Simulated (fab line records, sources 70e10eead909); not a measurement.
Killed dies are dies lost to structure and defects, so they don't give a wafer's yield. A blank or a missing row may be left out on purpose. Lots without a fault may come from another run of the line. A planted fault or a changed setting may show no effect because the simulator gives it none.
fab line records | flow nand_harc
record lots=12 wafers=36 last_day=25
route steps=1159 shown A_M1@1058 A_BONDPAD@1061 HYBRID_BOND@1099 END@1159
lots that met no fault: from a run of the same line without faults
start_h: hours from the record's first day to the start of the lot's first wafer shown | wait_h: hours since the lot's step before | " the same as in the row above | L1.1+2: a row that stands for several wafers | - no value, or no start given | * or withheld: withheld | < > ~ a bound
route shown NAME@n: a module of which the file shows steps, and the number in the route of the first | usual: mean/standard deviation of fault-free wafers | same: alike in all rows | chamber/n: place in a boat | sites: the reading at each site | _std_site: their standard deviation | _edge_site: outer sites' mean less inner sites' | radius_mm: how far each site lies from the wafer's centre | mask NAME#n: copy n | behind: the tool/chamber that last shaped the wafer | hold: why the lot was held/for how many hours/how that ended | device: the transistor (n, p or np) that didn't switch | end of line: the same wafers' tests at the end of the route | a step without rows: its recipe alone | killed: dies lost to structure and defects at the first sort, not the wafer's yield | map: a wafer's dies, x killed, . not, _ none there
set.NAME: the setting as run; set.NAME@STEP: as run at that earlier step | model.NAME: the simulator's own value behind a step, which no gauge read
steps of the route over a sample of lots; a table a step, a row a wafer
services: from which hour (start_h, from the record's first day; less than 0 if before it) a tool's chamber was out of use, for how many hours, and why
## steps
# step NHARC_A_M1_DEP_33
# recipe target_thk_a=300 temp_c=370 target_thk_nm=30 pressure_torr=3 flow_sccm=200 rf_w=450 material=SiCN
# usual heater_power_w=594/56
# columns lot.wafer tool chamber start_h wait_h heater_power_w since_wet_clean_h
L838.2 pecvd-04 0 407.72 0.1 631 19
L838.1 " 1 " " 602 19
L838.5 " 1 " " 617 -
L843.1 pecvd-04 2 418.83 0.1 595 30
L843.4 " 1 " " 564 -
L843.6 " 0 " " 656 -
L846.2 pecvd-01 0 453.17 0.1 578 22
L846.3 " 2 " " 581 -
L846.5 " 0 " " 570 -
L849.3 pecvd-04 2 474.93 0.1 499 86
L849.2 " 0 " " 693 86
L849.6 " 1 " " 602 -
L852.3 pecvd-04 2 477.92 0.1 564 89
L852.6 " 0 " " 728 -
L852.5 " 1 " " 506 -
L851.1 pecvd-04 1 478.26 0.1 538 89
L851.3 " 2 " " 533 89
L851.5 " 1 " " 519 -
L854.2 pecvd-01 1 511.66 0.1 597 80
L854.1 " 0 " " 575 80
L854.6 " 0 " " 566 -
L857.6 pecvd-03 2 512.55 0.2 588 -
L857.5 " 0 " " 510 -
L857.4 " 1 " " 546 -
L856.2 pecvd-01 2 512.74 0.1 587 81
L856.5 " 2 " " 605 -
L856.4 " 0 " " 604 -
L858.3 pecvd-04 0 538.83 0.1 697 150
L858.4 " 0 " " 694 -
L858.5 " 1 " " 616 -
L860.3 pecvd-01 1 549.42 0.1 541 118
L860.6 " 0 " " 566 -
L860.5 " 1 " " 543 -
L859.2 pecvd-01 0 549.72 0.1 552 118
L859.1 " 1 " " 660 118
L859.4 " 1 " " 656 -
# step NHARC_A_BONDPAD_THK_MEAS_30
# recipe thk_meas_gauge=ellipsometry
# usual thk_nm=200.2/1.6
# columns lot.wafer tool chamber start_h wait_h thk_nm
L838.1 film_metro-01 - 408.93 0.2 201.0
L838.2 " - " " 200.3
L838.5 " - " " 201.2
L843.1 film_metro-01 - 419.99 0.2 200.4
L843.4 " - " " 201.1
L843.6 " - " " 200.6
L846.2 film_metro-01 - 454.53 0.2 198.5
L846.3 " - " " 199.6
L846.5 " - " " 199.3
L849.2 film_metro-01 - 476.16 0.2 197.6
L849.3 " - " " 201.9
L849.6 " - " " 198.5
L852.3 film_metro-02 - 479.14 0.2 204.4
L852.5 " - " " 198.5
L852.6 " - " " 203.4
L851.1 film_metro-01 - 479.47 0.2 202.9
L851.3 " - " " 201.9
L851.5 " - " " 200.2
L854.1 film_metro-02 - 512.88 0.2 200.2
L854.2 " - " " 200.8
L854.6 " - " " 199.5
L857.4 film_metro-02 - 513.63 0.2 200.8
L857.5 " - " " 201.8
L857.6 " - " " 200.3
L856.2 film_metro-01 - 514.02 0.1 199.3
L856.4 " - " " 200.1
L856.5 " - " " 201.6
L858.3 film_metro-02 - 540.00 0.2 199.2
L858.4 " - " " 199.1
L858.5 " - " " 201.6
L860.3 film_metro-01 - 550.55 0.2 197.3
L860.5 " - " " 199.3
L860.6 " - " " 197.0
L859.1 film_metro-02 - 551.16 0.2 202.8
L859.2 " - " " 202.1
L859.4 " - " " 201.5
# step NHARC_A_BONDPAD_ECD_18
# recipe target_thk_a=4000 bath_temp_c=25 material=Cu
# usual bath_heat_duty_pct=5.8/0.7 bath_temp_c=25.00/0.11
# columns lot.wafer tool chamber start_h wait_h bath_heat_duty_pct bath_temp_c
L838.2 ecd_cu-01 0 411.03 - 5.2 25.03
L838.1 " 1 " " 5.3 25.03
L838.5 " 0 " " 5.6 24.91
L843.1 ecd_cu-02 0 422.08 - 5.0 25.07
L843.4 " 1 " " 7.2 24.89
L843.6 " 1 " " 6.0 24.90
L846.2 ecd_cu-02 0 456.73 - 5.2 24.81
L846.3 " 1 " " 6.6 25.08
L846.5 " 1 " " 7.1 25.05
L849.2 ecd_cu-02 0 478.24 - - -
L849.3 " 0 " " - -
L849.6 " 0 " " - -
L852.3 ecd_cu-02 0 481.38 - - -
L852.6 " 1 " " - -
L852.5 " 0 " " - -
L851.1 ecd_cu-01 1 481.63 - 6.3 25.07
L851.3 " 1 " " 6.2 24.89
L851.5 " 1 " " 6.1 25.03
L854.1 ecd_cu-01 1 514.98 - 6.1 25.07
L854.2 " 0 " " 5.5 24.96
L854.6 " 1 " " 6.1 25.13
L857.4 ecd_cu-02 0 515.81 - 4.7 24.77
L857.5 " 0 " " 5.2 24.84
L857.6 " 1 " " 6.1 25.12
L856.2 ecd_cu-01 1 516.14 - 5.6 25.01
L856.4 " 1 " " 5.4 25.18
L856.5 " 0 " " 6.0 25.18
L858.4 ecd_cu-01 1 542.19 - 5.9 25.13
L858.3 " 0 " " 6.3 25.04
L858.5 " 1 " " 5.4 25.13
L860.3 ecd_cu-02 1 552.80 - 6.1 24.94
L860.5 " 0 " " 4.3 25.13
L860.6 " 1 " " 6.6 25.08
L859.1 ecd_cu-01 0 553.28 - 5.6 24.89
L859.2 " 1 " " 6.0 24.77
L859.4 " 1 " " 6.2 24.98
# step NHARC_A_BONDPAD_THK_MEAS_20
# recipe thk_meas_gauge=xrf
# usual thk_nm=170.2/1.5
# columns lot.wafer tool chamber start_h wait_h thk_nm
L838.1 film_metro-01 - 412.07 - 169.1
L838.2 " - " " 170.4
L838.5 " - " " 168.8
L843.1 film_metro-01 - 423.12 - 168.7
L843.4 " - " " 169.3
L843.6 " - " " 169.2
L846.2 film_metro-02 - 458.16 - 169.8
L846.3 " - " " 166.8
L846.5 " - " " 170.5
L849.2 film_metro-02 - 479.29 - 30.7
L849.3 " - " " 28.7
L849.6 " - " " 28.6
L852.3 film_metro-01 - 482.28 - 30.1
L852.5 " - " " 31.6
L852.6 " - " " 30.7
L851.1 film_metro-01 - 482.67 - 166.2
L851.3 " - " " 170.0
L851.5 " - " " 167.1
L854.1 film_metro-02 - 516.02 - 170.7
L854.2 " - " " 172.2
L854.6 " - " " 171.1
L857.4 film_metro-01 - 516.75 - 171.1
L857.5 " - " " 171.3
L857.6 " - " " 171.0
L856.2 film_metro-02 - 517.22 - 171.5
L856.4 " - " " 167.2
L856.5 " - " " 169.0
L858.3 film_metro-02 - 543.14 - 169.9
L858.4 " - " " 169.1
L858.5 " - " " 170.6
L860.3 film_metro-01 - 553.69 - 167.3
L860.5 " - " " 169.9
L860.6 " - " " 167.9
L859.1 film_metro-02 - 554.33 - 171.4
L859.2 " - " " 169.6
L859.4 " - " " 169.9
# step NHARC_HYBRID_BOND_OVL_MEAS_05
# usual overlay_x_nm=-1/35 overlay_y_nm=2/32
# columns lot.wafer tool chamber start_h wait_h overlay_x_nm overlay_y_nm
L838.1 overlay-02 - 426.63 0.4 -66 -16
L838.2 " - " " 2 15
L838.5 " - " " -39 8
L843.1 overlay-01 - 434.71 0.4 -57 53
L843.4 " - " " -50 36
L843.6 " - " " -48 80
L846.2 overlay-01 - 467.14 0.4 -22 7
L846.3 " - " " -48 13
L846.5 " - " " 24 18
L851.1 overlay-01 - 493.67 0.4 48 10
L851.3 " - " " -33 49
L851.5 " - " " 37 9
L854.1 overlay-02 - 529.09 0.4 -63 -11
L854.2 " - " " -12 3
L854.6 " - " " 9 16
L857.4 overlay-01 - 529.10 0.4 -16 2
L857.5 " - " " -10 -57
L857.6 " - " " 4 -18
L856.2 overlay-02 - 529.12 0.4 -46 61
L856.4 " - " " -70 -12
L856.5 " - " " -33 41
L858.3 overlay-02 - 553.07 0.4 -57 25
L858.4 " - " " -25 28
L858.5 " - " " 52 -46
L859.1 overlay-01 - 564.20 0.4 -63 17
L859.2 " - " " 37 -7
L859.4 " - " " -4 -11
L860.3 overlay-02 - 564.21 0.4 11 16
L860.5 " - " " 1 37
L860.6 " - " " -27 30
# step NHARC_END_SORT_01
# recipe temp_c=25
# usual defect_limited_yield=95.3/1.3 killed_at_array=28/8.6 killed_at_other=0.7/1.2 killed_at_periphery=3.1/2.3 killed_dies=32/8.7 killed_open=3.2/1.7 killed_short=2.0/1.5 sort_bin_2_pct=1.5/0.58 sort_bin_3_pct=0.28/0.22 sort_bin_4_pct=3.0/0.86 sort_n_pass=645/8.7 sort_rim_yield_pct=97.8/1.4 sort_yield_pct=95.3/1.3
# same gross_dies=677 sort_bin_5_pct[%]=0 sort_bin_6_pct[%]=0 sort_bin_7_pct[%]=0 sort_bin_8_pct[%]=0 sort_rim_n_gross=106.00
# columns lot.wafer tool chamber start_h wait_h defect_limited_yield[%] killed_at_array killed_at_other killed_at_periphery killed_dies killed_open killed_short sort_bin_2_pct[%] sort_bin_3_pct[%] sort_bin_4_pct[%] sort_n_pass sort_rim_yield_pct[%] sort_yield_pct[%]
L852.3 prober-02 0 508.87 3.1 0 674 1 2 677 5 2 97.3 0 2.7 0 0 0
L852.5 prober-02 0 510.47 3.7 0 674 1 2 677 1 3 96.9 0.15 3.0 0 0 0
L852.6 prober-02 0 511.26 4.0 0 674 1 2 677 5 3 97.2 0.15 2.7 0 0 0
L849.2 prober-01 0 509.39 2.8 0 676 0 1 677 3 1 96.0 0.30 3.7 0 0 0
L849.3 prober-01 0 510.19 3.1 0 677 0 0 677 1 0 96.2 0.30 3.5 0 0 0
L849.6 prober-01 0 512.61 4.0 0 674 0 3 677 2 3 95.3 0.74 4.0 0 0 0
L854.1 prober-01 0 549.15 2.5 92.8 46 0 3 49 2 1 2.8 0 4.4 628 95.3 92.8
L854.6 prober-01 0 553.14 4.0 92.9 41 0 7 48 4 0 2.2 0.30 4.6 629 96.2 92.9
# killed by level:class
L852.3 A_BONDPAD:area_ecd=653 A_CHANNEL_HOLE_D1:chamber_film_flake=14 A_CONTACT:chamber_film_flake=2 P_ZERO_WELL:geometric_particle:short=1 P_CONTACT:geometric_particle:open=1 A_CHANNEL_HOLE_D1:geometric_particle:open=1 A_WL_FILL:geometric_particle:short=1 A_CONTACT:geometric_particle:open=1
L849.2 A_BONDPAD:area_ecd=637 A_CHANNEL_HOLE_D1:chamber_film_flake=15 A_SLIT:chamber_film_flake=11 A_WL_FILL:chamber_film_flake=5 A_STAIRCASE:chamber_film_flake=2 A_SGD_CUT:chamber_film_flake=2 P_M0:geometric_particle:open=1 A_SOURCE_PLATE:geometric_particle:short=1
L849.3 A_BONDPAD:area_ecd=644 A_CHANNEL_HOLE_D1:chamber_film_flake=12 A_SLIT:chamber_film_flake=11 A_STAIRCASE:chamber_film_flake=4 A_WL_FILL:chamber_film_flake=3 A_SGD_CUT:chamber_film_flake=2 A_CONTACT:geometric_particle:open=1
L852.5 A_BONDPAD:area_ecd=646 A_CHANNEL_HOLE_D1:chamber_film_flake=20 A_CONTACT:chamber_film_flake=4 P_CONTACT:geometric_particle:short=1 A_SGD_CUT:geometric_particle:open=1 A_WL_FILL:geometric_particle:short=1 P_STI:chamber_film_flake=1 STARTING-WAFER:geometric_particle:short=1
L852.6 A_BONDPAD:area_ecd=649 A_CHANNEL_HOLE_D1:chamber_film_flake=16 A_CHANNEL_FILL_D1:geometric_particle:open=2 A_CHANNEL_FILL_D1:geometric_particle:short=2 A_M0:geometric_particle:open=2 A_CONTACT:chamber_film_flake=2 P_GATE:geometric_particle:short=1 A_ONON_D1:geometric_particle:open=1
L849.6 A_BONDPAD:area_ecd=626 A_CHANNEL_HOLE_D1:chamber_film_flake=19 A_SLIT:chamber_film_flake=15 A_WL_FILL:chamber_film_flake=5 A_SGD_CUT:chamber_film_flake=3 A_CHANNEL_FILL_D1:chamber_film_flake=2 P_ZERO_WELL:geometric_particle:short=1 P_GATE:geometric_particle:open=1
L854.1 A_CHANNEL_HOLE_D1:chamber_film_flake=23 A_SLIT:chamber_film_flake=10 A_CONTACT:chamber_film_flake=5 P_ZERO_WELL:chamber_film_flake=3 A_BONDPAD:chamber_film_flake=3 A_STAIRCASE:chamber_film_flake=2 A_ONON_D1:geometric_particle:open=1 A_CONTACT:geometric_particle:open=1
L854.6 A_CHANNEL_HOLE_D1:chamber_film_flake=17 A_SLIT:chamber_film_flake=10 A_CONTACT:chamber_film_flake=9 P_ZERO_WELL:chamber_film_flake=3 P_M2:chamber_film_flake=2 P_GATE:geometric_particle:open=1 A_BLC:geometric_particle:open=1 A_WL_FILL:geometric_particle:open=1
## services
# columns tool chamber start_h hours kind
pecvd-04 0 389.18 - clean
pecvd-04 1 389.18 - clean
pecvd-04 2 389.18 - clean
pecvd-01 - 418.61 13.0 pm
pecvd-01 0 418.61 13.0 vent_cycle
pecvd-01 1 418.61 13.0 vent_cycle
pecvd-01 2 418.61 13.0 vent_cycle
pecvd-01 0 431.61 - clean
pecvd-01 1 431.61 - clean
pecvd-01 2 431.61 - clean
pecvd-04 - 435.24 1.0 repair
pecvd-01 1 444.23 15.7 repair
ecd_cu-01 - 448.00 8.0 pm
ecd_cu-02 - 450.15 1.1 repair
pecvd-03 - 460.10 1.2 repair
pecvd-03 - 473.28 13.0 pm
pecvd-03 0 473.28 13.0 vent_cycle
pecvd-03 1 473.28 13.0 vent_cycle
pecvd-03 2 473.28 13.0 vent_cycle
pecvd-03 0 486.28 - clean
pecvd-03 1 486.28 - clean
pecvd-04 - 509.00 0.2 repair
ecd_cu-02 - 529.94 12.5 repair
pecvd-01 2 549.58 3.9 repair
## key
first_sign step=NHARC_A_BONDPAD_ECD_18 reading=tool_record direction=missing
effect step=NHARC_A_BONDPAD_THK_MEAS_20 reading=thk_nm direction=down sigmas=96 usual=170.2 struck=30.0
effect step=NHARC_END_SORT_01 reading=sort_bin_2_pct direction=up sigmas=99+ usual=1.5 struck=96.5
more_kills_born_at NHARC_A_BONDPAD_ECD_18@ecd_cu-02=3855
met_at NHARC_A_BONDPAD_ECD_18
struck_lots L849,L852
later_rows_left_out L849.2,L849.3,L849.6,L852.3,L852.5,L852.6
not_acting_at NHARC_A_M1_DEP_33,NHARC_A_BONDPAD_THK_MEAS_30,NHARC_HYBRID_BOND_OVL_MEAS_05
onset_between 456.73 478.24
fault kind=skipped_step_whole tool=ecd_cu-02 chamber=- onset_h=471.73 steps=NHARC_A_BONDPAD_ECD_18 scope=struck_lots_only
# later_rows_left_out: the simulator's readings of these wafers behind a module that went badly wrong aren't trusted and aren't shown, but for the sort
